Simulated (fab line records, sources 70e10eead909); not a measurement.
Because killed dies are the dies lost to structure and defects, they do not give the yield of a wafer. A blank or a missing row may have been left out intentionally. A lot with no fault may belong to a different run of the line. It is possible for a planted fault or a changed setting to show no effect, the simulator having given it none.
fab line records + flow nand_harc
[record]
- lots = 13
- wafers = 39
- last_day = 24
route steps=1159 shown P_M2@341 A_M1@1040 A_BONDPAD@1059 END@1159
lots with no fault: from the same line, run without faults
start_h: hours from the record's first day to the start of the lot's first wafer shown + wait_h: time in hours since the lot's previous step + " repeats the value in the row above + L1.1+2: several wafers, shown together as one row + - value missing, or start not given + * or withheld: withheld + < > ~ a bound
route shown NAME@n: a module of which the file shows steps, and the number in the route of the first + usual: mean/standard deviation of fault-free wafers + same: alike in all rows + chamber/n: place in a boat + sites: readings site by site + _std_site: the values' standard deviation + _edge_site: outer sites' mean less inner sites' + radius_mm: for every site, how far away it sits from the centre of the wafer + mask NAME#n: copy n + behind: the last tool/chamber to shape the wafer + hold: the reason the lot was held/the length of the hold in hours/how it ended + device: transistor that didn't switch, given as n, p or np + end of line: at the end of the route, the tests of the same wafers + a step without rows: its recipe alone + killed: dies that structure and defects cost at the first sort, which is not the same as the wafer's yield + map: shows each die of a wafer: x if killed, . if not, _ if none is there
set.NAME: the setting as run; set.NAME@STEP: as run at that earlier step + model.NAME: the simulator's own value behind a step, which no gauge read
steps of the route over a sample of lots; a table a step, a row a wafer
services: the hour from which a tool's chamber was out of use, counted from the record's first day as start_h (under 0 if before that day), plus the number of hours and why
[[steps]]
[step NHARC_P_M2_PVD_21]
[recipe]
- target_thk_a = 300
- chamber_pressure_pa = 5
- power_w = 5000
- substrate_temp_c = 30
- time_s = 20.49
- material = Cu
[usual]
- throttle_valve_pct = 30.0/0.78
| lot.wafer | tool           | chamber | start_h | wait_h | throttle_valve_pct |
|-----------|----------------|---------|---------|--------|--------------------|
| L731.4    | pvd_sputter-01 | -       | 127.18  | -      | 30.2               |
| L731.2    | "              | -       | "       | "      | 29.2               |
| L731.5    | "              | -       | "       | "      | 29.8               |
| L733.4    | pvd_sputter-03 | -       | 141.51  | -      | 30.9               |
| L733.2    | "              | -       | "       | "      | 31.0               |
| L733.5    | "              | -       | "       | "      | 30.2               |
| L735.3    | pvd_sputter-03 | -       | 143.55  | -      | 29.7               |
| L735.4    | "              | -       | "       | "      | 30.5               |
| L735.5    | "              | -       | "       | "      | 30.9               |
| L734.1    | pvd_sputter-03 | -       | 144.38  | -      | 29.5               |
| L734.2    | "              | -       | "       | "      | 29.5               |
| L734.4    | "              | -       | "       | "      | 30.9               |
| L737.4    | pvd_sputter-03 | -       | 164.73  | -      | 29.7               |
| L737.3    | "              | -       | "       | "      | 31.0               |
| L737.5    | "              | -       | "       | "      | 31.1               |
| L738.2    | pvd_sputter-01 | -       | 169.57  | -      | 29.6               |
| L738.3    | "              | -       | "       | "      | 30.2               |
| L738.6    | "              | -       | "       | "      | 29.3               |
| L747.1    | pvd_sputter-01 | -       | 228.86  | -      | 30.0               |
| L747.2    | "              | -       | "       | "      | 29.3               |
| L747.6    | "              | -       | "       | "      | 29.6               |
| L749.3    | pvd_sputter-01 | -       | 234.12  | -      | 30.3               |
| L749.1    | "              | -       | "       | "      | 29.8               |
| L749.5    | "              | -       | "       | "      | 30.4               |
| L748.1    | pvd_sputter-02 | -       | 237.55  | -      | 31.1               |
| L748.2    | "              | -       | "       | "      | 30.3               |
| L748.5    | "              | -       | "       | "      | 30.4               |
| L750.2    | pvd_sputter-02 | -       | 239.61  | -      | 28.4               |
| L750.1    | "              | -       | "       | "      | 31.2               |
| L750.6    | "              | -       | "       | "      | 30.3               |
| L751.1    | pvd_sputter-02 | -       | 248.21  | -      | 31.3               |
| L751.6    | "              | -       | "       | "      | 31.0               |
| L751.5    | "              | -       | "       | "      | 30.1               |
| L753.2    | pvd_sputter-02 | -       | 254.82  | -      | 30.0               |
| L753.4    | "              | -       | "       | "      | 31.1               |
| L753.6    | "              | -       | "       | "      | 28.3               |
| L754.1    | pvd_sputter-03 | -       | 259.21  | -      | 29.8               |
| L754.4    | "              | -       | "       | "      | 30.6               |
| L754.2    | "              | -       | "       | "      | 29.4               |
[step NHARC_A_M1_ETCH_35]
[recipe]
- target_depth_a = 400
- overetch_a = 120
- time_s = 43.94
- ion_energy_ev = 200
- n2_flow_sccm = 150
- h2_flow_sccm = 150
- ar_flow_sccm = 0
- rf_w = 400
- bias_w = 150
- chemistry = N2/H2
[usual]
- drypump_motor_current_A = 5.6/0.46
- oes_product_au = 1.000/0.0073
- rf_vpp_V = 429.3/2.8
- showerhead_plenum_p_Torr = 1.99/0.094
- throttle_valve_pct = 14.171/0.0092
| lot.wafer | tool        | chamber | start_h | wait_h | drypump_motor_current_A | oes_product_au | rf_hours_counter_h | rf_vpp_V | showerhead_plenum_p_Torr | throttle_valve_pct |
|-----------|-------------|---------|---------|--------|-------------------------|----------------|--------------------|----------|--------------------------|--------------------|
| L731.2    | rie_diel-05 | 0       | 412.66  | 0.1    | 6.5                     | 0.990          | 1                  | 435.9    | 2.19                     | 14.176             |
| L731.4    | "           | 2       | "       | "      | 5.7                     | 1.007          | 1                  | 426.9    | 1.91                     | 14.173             |
| L731.5    | "           | 0       | "       | "      | 6.5                     | 0.995          | -                  | 433.9    | 2.19                     | 14.173             |
| L733.4    | rie_diel-02 | 2       | 424.78  | 0.1    | 5.9                     | 1.005          | 8                  | 431.6    | 2.09                     | 14.163             |
| L733.2    | "           | 0       | "       | "      | 5.8                     | 1.001          | 8                  | 430.8    | 2.03                     | 14.162             |
| L733.5    | "           | 3       | "       | "      | 5.2                     | 1.003          | -                  | 426.5    | 1.91                     | 14.176             |
| L735.4    | rie_diel-10 | 3       | 424.96  | 0.1    | 5.2                     | 1.004          | 3                  | 427.0    | 1.91                     | 14.164             |
| L735.3    | "           | 2       | "       | "      | 5.8                     | 0.992          | 4                  | 426.0    | 1.91                     | 14.170             |
| L735.5    | "           | 3       | "       | "      | 5.2                     | 1.008          | -                  | 427.4    | 1.91                     | 14.165             |
| L734.1    | rie_diel-10 | 1       | 434.11  | 0.1    | 4.8                     | 0.993          | 4                  | 427.0    | 1.92                     | 14.171             |
| L734.2    | "           | 3       | "       | "      | 5.2                     | 0.998          | 4                  | 427.5    | 1.91                     | 14.176             |
| L734.4    | "           | 0       | "       | "      | 5.5                     | 0.993          | 4                  | 430.7    | 2.08                     | 14.180             |
| L737.4    | rie_diel-05 | 2       | 438.90  | 0.1    | 5.7                     | 1.002          | 2                  | 427.5    | 1.91                     | 14.167             |
| L737.3    | "           | 0       | "       | "      | 6.5                     | 1.000          | 2                  | 436.0    | 2.19                     | 14.159             |
| L737.5    | "           | 2       | "       | "      | 5.7                     | 0.993          | -                  | 427.5    | 1.91                     | 14.179             |
| L738.3    | rie_diel-05 | 0       | 440.12  | 0.1    | 6.5                     | 0.986          | 2                  | 435.6    | 2.19                     | 14.166             |
| L738.2    | "           | 1       | "       | "      | 6.1                     | 1.005          | 2                  | 427.8    | 1.94                     | 14.168             |
| L738.6    | "           | 3       | "       | "      | 5.3                     | 1.006          | -                  | 429.2    | 2.03                     | 14.187             |
| L747.2    | rie_diel-02 | 0       | 497.58  | 0.1    | 5.8                     | 1.007          | 14                 | 429.1    | 2.03                     | 14.165             |
| L747.1    | "           | 2       | "       | "      | 5.8                     | 1.010          | 16                 | 433.9    | 2.09                     | 14.167             |
| L747.6    | "           | 3       | "       | "      | 5.2                     | 1.004          | -                  | 426.6    | 1.91                     | 14.153             |
| L748.1    | rie_diel-05 | 3       | 511.98  | 0.1    | 5.2                     | 0.994          | 4                  | 430.2    | 2.03                     | 14.180             |
| L748.2    | "           | 1       | "       | "      | 6.2                     | 0.998          | 4                  | 427.4    | 1.94                     | 14.163             |
| L748.5    | "           | 2       | "       | "      | 5.7                     | 0.997          | -                  | 428.5    | 1.91                     | 14.157             |
| L749.1    | rie_diel-10 | 0       | 513.44  | 0.1    | 5.5                     | 0.994          | 8                  | 431.0    | 2.08                     | 14.192             |
| L749.3    | "           | 2       | "       | "      | 5.7                     | 0.990          | 8                  | 426.6    | 1.91                     | 14.184             |
| L749.5    | "           | 0       | "       | "      | 5.5                     | 0.990          | -                  | 432.2    | 2.08                     | 14.171             |
| L751.1    | rie_diel-10 | 1       | 525.44  | 0.1    | 4.8                     | 0.999          | 9                  | 426.1    | 1.91                     | 14.171             |
| L751.6    | "           | 1       | "       | "      | 4.8                     | 1.003          | -                  | 425.9    | 1.91                     | 14.168             |
| L751.5    | "           | 2       | "       | "      | 5.8                     | 0.990          | -                  | 426.3    | 1.91                     | 14.172             |
| L750.2    | rie_diel-10 | 0       | 526.11  | 0.1    | 5.5                     | 0.991          | 9                  | 431.5    | 2.08                     | 14.176             |
| L750.1    | "           | 1       | "       | "      | 4.8                     | 1.007          | 9                  | 427.0    | 1.91                     | 14.165             |
| L750.6    | "           | 1       | "       | "      | 4.8                     | 0.997          | -                  | 425.7    | 1.91                     | 14.160             |
| L753.2    | rie_diel-05 | 3       | 527.48  | 0.1    | 5.3                     | 0.992          | 0                  | 430.4    | 2.03                     | 14.177             |
| L753.4    | "           | 0       | "       | "      | 6.5                     | 0.998          | 0                  | 434.9    | 2.19                     | 14.168             |
| L753.6    | "           | 0       | "       | "      | 6.5                     | 0.995          | -                  | 433.7    | 2.19                     | 14.170             |
| L754.1    | rie_diel-02 | 2       | 535.92  | 0.1    | 5.9                     | 1.004          | 2                  | 431.4    | 2.09                     | 14.174             |
| L754.2    | "           | 3       | "       | "      | 5.2                     | 1.006          | 1                  | 427.0    | 1.91                     | 14.164             |
| L754.4    | "           | 0       | "       | "      | 5.8                     | 1.000          | 2                  | 428.7    | 2.02                     | 14.167             |
[step NHARC_A_BONDPAD_DEP_00]
[recipe]
- target_thk_a = 2500
- temp_c = 370
- target_thk_nm = 250
- pressure_torr = 3
- flow_sccm = 200
- rf_w = 450
- material = SiCN
[usual]
- heater_power_w = 570/67
- showerhead_vpp_V = 1346/57
| lot.wafer | tool     | chamber | start_h | wait_h | heater_power_w | showerhead_vpp_V |
|-----------|----------|---------|---------|--------|----------------|------------------|
| L731.2    | pecvd-03 | 1       | -       | -      | 655            | 1279             |
| L731.4    | "        | 0       | "       | "      | 555            | 1258             |
| L731.5    | "        | 1       | "       | "      | 668            | 1279             |
| L733.2    | pecvd-02 | 0       | 428.03  | -      | 581            | 1367             |
| L733.5    | "        | 2       | "       | "      | 652            | 1364             |
| L733.4    | "        | 1       | "       | "      | 527            | 1411             |
| L735.3    | pecvd-04 | 1       | 428.14  | -      | 497            | 1267             |
| L735.4    | "        | 1       | "       | "      | 511            | 1271             |
| L735.5    | "        | 2       | "       | "      | 588            | 1277             |
| L734.2    | pecvd-02 | 2       | 437.34  | -      | 660            | 1373             |
| L734.1    | "        | 1       | "       | "      | 619            | 1405             |
| L734.4    | "        | 1       | "       | "      | 607            | 1421             |
| L737.3    | pecvd-02 | 1       | 442.29  | -      | 602            | 1419             |
| L737.4    | "        | 0       | "       | "      | 605            | 1363             |
| L737.5    | "        | 1       | "       | "      | 614            | 1372             |
| L738.3    | pecvd-03 | 1       | 443.37  | -      | 545            | 1298             |
| L738.2    | "        | 2       | "       | "      | 616            | 1332             |
| L738.6    | "        | 1       | "       | "      | 566            | 1293             |
| L747.2    | pecvd-02 | 0       | 500.82  | -      | 603            | 1366             |
| L747.1    | "        | 1       | "       | "      | 622            | 1420             |
| L747.6    | "        | 2       | "       | "      | 605            | 1368             |
| L748.1    | pecvd-04 | 1       | 515.36  | -      | 462            | 1263             |
| L748.2    | "        | 0       | "       | "      | 460            | 1448             |
| L748.5    | "        | 0       | "       | "      | 471            | 1422             |
| L749.1    | pecvd-03 | 0       | 517.52  | -      | 643            | 1259             |
| L749.3    | "        | 2       | "       | "      | 559            | 1315             |
| L749.5    | "        | 0       | "       | "      | 645            | 1265             |
| L751.1    | pecvd-02 | 2       | 528.73  | -      | 700            | 1336             |
| L751.5    | "        | 0       | "       | "      | 526            | 1383             |
| L751.6    | "        | 1       | "       | "      | 520            | 1396             |
| L750.2    | pecvd-04 | 0       | 529.50  | -      | 479            | 1433             |
| L750.1    | "        | 1       | "       | "      | 509            | 1271             |
| L750.6    | "        | 2       | "       | "      | 497            | 1266             |
| L753.2    | pecvd-02 | 0       | 530.80  | -      | 530            | 1350             |
| L753.6    | "        | 1       | "       | "      | 474            | 1430             |
| L753.4    | "        | 0       | "       | "      | 539            | 1328             |
| L754.2    | pecvd-04 | 0       | 539.12  | -      | 491            | 1445             |
| L754.1    | "        | 2       | "       | "      | 596            | 1292             |
| L754.4    | "        | 1       | "       | "      | 427            | 1296             |
[step NHARC_END_SORT_01]
[recipe]
- temp_c = 25
[usual]
- defect_limited_yield = 95.4/1.6
- killed_at_array = 27/11
- killed_at_other = 0.8/1.4
- killed_at_periphery = 3.3/2
- killed_dies = 31/11
- killed_open = 3.4/1.8
- killed_short = 2.1/1.3
- sort_bin_2_pct = 1.4/0.7
- sort_bin_3_pct = 0.24/0.21
- sort_bin_4_pct = 2.9/1
- sort_n_pass = 646/11
- sort_rim_yield_pct = 95.4/2.8
- sort_yield_pct = 95.4/1.6
[same]
- gross_dies = 677
- sort_bin_5_pct[%] = 0
- sort_bin_6_pct[%] = 0
- sort_bin_7_pct[%] = 0
- sort_bin_8_pct[%] = 0
- sort_rim_n_gross = 106.00
| lot.wafer | tool      | chamber | start_h | wait_h | defect_limited_yield[%] | killed_at_array | killed_at_other | killed_at_periphery | killed_dies | killed_open | killed_short | sort_bin_2_pct[%] | sort_bin_3_pct[%] | sort_bin_4_pct[%] | sort_n_pass | sort_rim_yield_pct[%] | sort_yield_pct[%] |
|-----------|-----------|---------|---------|--------|-------------------------|-----------------|-----------------|---------------------|-------------|-------------|--------------|-------------------|-------------------|-------------------|-------------|-----------------------|-------------------|
| L734.1    | prober-02 | 0       | 470.40  | 2.5    | 90.0                    | 18              | 0               | 50                  | 68          | 4           | 5            | 3.5               | 1.77              | 4.7               | 609         | 86.8                  | 90.0              |
| L734.2    | prober-02 | 0       | 471.21  | 2.8    | 85.5                    | 22              | 0               | 76                  | 98          | 5           | 4            | 5.6               | 3.10              | 5.8               | 579         | 97.2                  | 85.5              |
| L734.4    | prober-02 | 0       | 472.84  | 3.5    | 85.1                    | 17              | 0               | 84                  | 101         | 7           | 3            | 6.8               | 2.66              | 5.5               | 576         | 95.3                  | 85.1              |
| L737.3    | prober-02 | 0       | 479.90  | 3.1    | 84.8                    | 19              | 0               | 84                  | 103         | 3           | 3            | 5.6               | 2.66              | 6.9               | 574         | 97.2                  | 84.8              |
| L737.4    | prober-02 | 0       | 480.70  | 3.4    | 85.2                    | 22              | 1               | 77                  | 100         | 2           | 4            | 6.2               | 1.77              | 6.8               | 577         | 96.2                  | 85.2              |
| L737.5    | prober-02 | 0       | 481.51  | 3.7    | 87.0                    | 16              | 0               | 72                  | 88          | 4           | 1            | 5.8               | 1.92              | 5.3               | 589         | 97.2                  | 87.0              |
// killed by level:class
L734.1 P_M2:unspecified=45 A_SLIT:chamber_film_flake=7 P_ZERO_WELL:chamber_film_flake=2 A_CONTACT:chamber_film_flake=2 P_GATE:geometric_particle:short=1 P_M1:geometric_particle:short=1 P_M2:geometric_particle:open=1 A_SOURCE_PLATE:geometric_particle:short=1
L734.2 P_M2:unspecified=75 A_SLIT:chamber_film_flake=10 A_CONTACT:chamber_film_flake=2 A_ONON_D1:geometric_particle:short=1 A_CHANNEL_FILL_D1:geometric_particle:short=1 A_SGD_CUT:geometric_particle:open=1 A_WL_FILL:geometric_particle:short=1 A_WL_FILL:geometric_particle:open=1
L734.4 P_M2:unspecified=79 A_SLIT:chamber_film_flake=6 A_CHANNEL_FILL_D1:geometric_particle:short=2 A_CHANNEL_HOLE_D1:chamber_film_flake=2 P_GATE:geometric_particle:open=1 P_CONTACT:geometric_particle:open=1 P_M0:geometric_particle:open=1 A_CHANNEL_HOLE_D1:geometric_particle:open=1
L737.3 P_M2:unspecified=81 A_CHANNEL_HOLE_D1:chamber_film_flake=12 A_CONTACT:geometric_particle:open=2 P_CONTACT:geometric_particle:open=1 A_SOURCE_PLATE:geometric_particle:short=1 A_ONON_D1:geometric_particle:short=1 A_CONTACT:geometric_particle:short=1 P_GATE:chamber_film_flake=1
L737.4 P_M2:unspecified=74 A_CHANNEL_HOLE_D1:chamber_film_flake=14 P_GATE:chamber_film_flake=2 P_CONTACT:geometric_particle:short=1 A_WL_FILL:geometric_particle:open=1 A_CONTACT:geometric_particle:open=1 A_CONTACT:geometric_particle:short=1 A_BLC:geometric_particle:short=1
L737.5 P_M2:unspecified=71 A_CHANNEL_HOLE_D1:chamber_film_flake=9 A_CHANNEL_HOLE_D1:geometric_particle:open=2 A_ZERO_WELL:chamber_film_flake=2 A_ONON_D1:geometric_particle:short=1 A_CHANNEL_FILL_D1:geometric_particle:open=1 A_M1:geometric_particle:open=1 P_STI:chamber_film_flake=1
[[services]]
| tool           | chamber | start_h | hours | kind   |
|----------------|---------|---------|-------|--------|
| rie_diel-10    | 0       | 106.52  | 4.4   | repair |
| pecvd-02       | 1       | 114.90  | 4.8   | repair |
| pvd_sputter-03 | -       | 127.02  | 8.8   | repair |
| rie_diel-10    | 1       | 147.07  | 7.9   | repair |
| pecvd-02       | -       | 153.00  | 13.0  | pm     |
| rie_diel-05    | -       | 163.60  | 9.0   | pm     |
| rie_diel-10    | -       | 176.50  | 9.0   | pm     |
| pvd_sputter-03 | -       | 191.86  | 2.5   | repair |
| pecvd-02       | 2       | 250.50  | 6.7   | repair |
| rie_diel-10    | 3       | 262.31  | 4.8   | repair |
| rie_diel-05    | 2       | 271.69  | 1.7   | repair |
| pvd_sputter-03 | -       | 280.00  | 10.0  | pm     |
| pvd_sputter-03 | -       | 310.98  | 12.6  | repair |
| pecvd-02       | -       | 334.07  | 13.0  | pm     |
| rie_diel-05    | -       | 340.65  | 9.0   | pm     |
| rie_diel-10    | 3       | 341.33  | 5.5   | repair |
| rie_diel-10    | -       | 353.50  | 9.0   | pm     |
| pvd_sputter-03 | -       | 374.75  | 2.1   | repair |
| rie_diel-05    | 0       | 382.18  | 2.6   | repair |
| rie_diel-05    | 1       | 402.57  | 7.1   | repair |
| pvd_sputter-03 | -       | 442.30  | 5.5   | repair |
| pvd_sputter-03 | -       | 458.00  | 10.0  | pm     |
| rie_diel-05    | -       | 470.87  | 1.2   | repair |
| pecvd-02       | -       | 515.07  | 13.0  | pm     |
[[key]]
[first_sign]
- step = NHARC_END_SORT_01
- reading = killed_at_periphery
- direction = up
- sigmas = 35
- usual = 3.3
- struck = 73.8
[effect]
- step = NHARC_END_SORT_01
- reading = defect_limited_yield
- direction = down
- sigmas = 5.8
- usual = 95.4
- struck = 86.3
[more_kills_born_at]
- NHARC_P_M2_PVD_21@pvd_sputter-03 = 425
met_at NHARC_P_M2_PVD_21
struck_lots L734,L737
not_acting_at NHARC_A_M1_ETCH_35,NHARC_A_BONDPAD_DEP_00
onset_between 143.55 144.38
[fault]
- kind = chamber_particle_source
- tool = pvd_sputter-03
- chamber = -
- onset_h = 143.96
- steps = NHARC_P_M2_PVD_21
- rate_per_visit_cm2 = 0.53124
- end_h = 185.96
